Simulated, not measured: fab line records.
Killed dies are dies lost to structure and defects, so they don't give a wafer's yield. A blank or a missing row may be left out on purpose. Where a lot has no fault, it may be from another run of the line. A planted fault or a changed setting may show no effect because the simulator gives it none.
Matching of chambers + flow n5Finfet + rieDiel-05 running N5_HKMG_FIN_ETCH_35: 4 sister chambers
The step etches SOC in N2/H2, target depth 215.8 nm, time 243.4 s. 14 wafers are shown with their chamber, then 7 later ones without.

== WAFERS, EACH WITH ITS CHAMBER ==
| wafer  | chamber | showerheadPlenumPTorr (Torr) | drypumpMotorCurrentA (A) | throttleValvePct (%) |
|--------|---------|------------------------------|--------------------------|----------------------|
| L076.1 | 1       | 2.36                         | 5.4                      | 17.96                |
| L076.5 | 3       | 2.63                         | 6.3                      | 18.09                |
| L076.6 | 0       | 2.66                         | 5.5                      | 17.61                |
| L083.1 | 0       | 2.65                         | 5.5                      | 17.65                |
| L083.3 | 3       | 2.62                         | 6.3                      | 18.11                |
| L083.5 | 0       | 2.65                         | 5.6                      | 17.63                |
| L084.1 | 1       | 2.35                         | 5.4                      | 18.01                |
| L084.2 | 3       | 2.62                         | 6.3                      | 18.12                |
| L084.5 | 3       | 2.62                         | 6.3                      | 18.11                |
| L086.1 | 2       | 2.72                         | 5.8                      | 17.64                |
| L086.4 | 0       | 2.65                         | 5.6                      | 17.66                |
| L086.5 | 2       | 2.72                         | 5.8                      | 17.65                |
| L092.1 | 0       | 2.64                         | 5.5                      | 17.67                |
| L092.3 | 1       | 2.34                         | 5.4                      | 18.01                |

SIGNATURES (averages over the wafers above)
| reading               | chamber 0 | chamber 1 | chamber 2 | chamber 3 | scatter within a chamber |
|-----------------------|-----------|-----------|-----------|-----------|--------------------------|
| showerheadPlenumPTorr | 2.6500    | 2.3500    | 2.7200    | 2.6225    | 0.00689                  |
| drypumpMotorCurrentA  | 5.540     | 5.400     | 5.800     | 6.300     | 0.0346                   |
| throttleValvePct      | 17.6440   | 17.9933   | 17.6450   | 18.1075   | 0.0212                   |
Rule: for a wafer and a chamber, the distance is found by dividing, reading by reading, the gap between the wafer's reading and the chamber's mean by the reading's scatter, squaring, summing and taking the root. If the next closest chamber is less than 2 further off than the closest, the wafer can't be placed; otherwise it belongs to the closest. The scatter: the root of (the sum of the squares of (reading less its chamber's mean) over the shown wafers, divided by (wafers less chambers)).

== WAFERS WITH NO CHAMBER GIVEN ==
| wafer  | showerheadPlenumPTorr (Torr) | drypumpMotorCurrentA (A) | throttleValvePct (%) |
|--------|------------------------------|--------------------------|----------------------|
| L092.5 | 2.72                         | 5.8                      | 17.67                |
| L095.2 | 2.34                         | 5.4                      | 18.02                |
| L095.5 | 2.34                         | 5.4                      | 18.03                |
| L095.6 | 2.71                         | 5.8                      | 17.68                |
| L097.2 | 2.64                         | 5.6                      | 17.69                |
| L097.4 | 2.61                         | 6.3                      | 18.15                |
| L097.6 | 2.61                         | 6.3                      | 18.14                |

== CHAMBER TAKEN BY EACH ==
| wafer  | from the rows above | in truth |
|--------|---------------------|----------|
| L092.5 | 2                   | 2        |
| L095.2 | 1                   | 1        |
| L095.5 | 1                   | 1        |
| L095.6 | 2                   | 2        |
| L097.2 | 0                   | 0        |
| L097.4 | 3                   | 3        |
| L097.6 | 3                   | 3        |
Placed correctly: 7 of 7. Left unplaced by these rows: 0. Wrongly placed: 0.
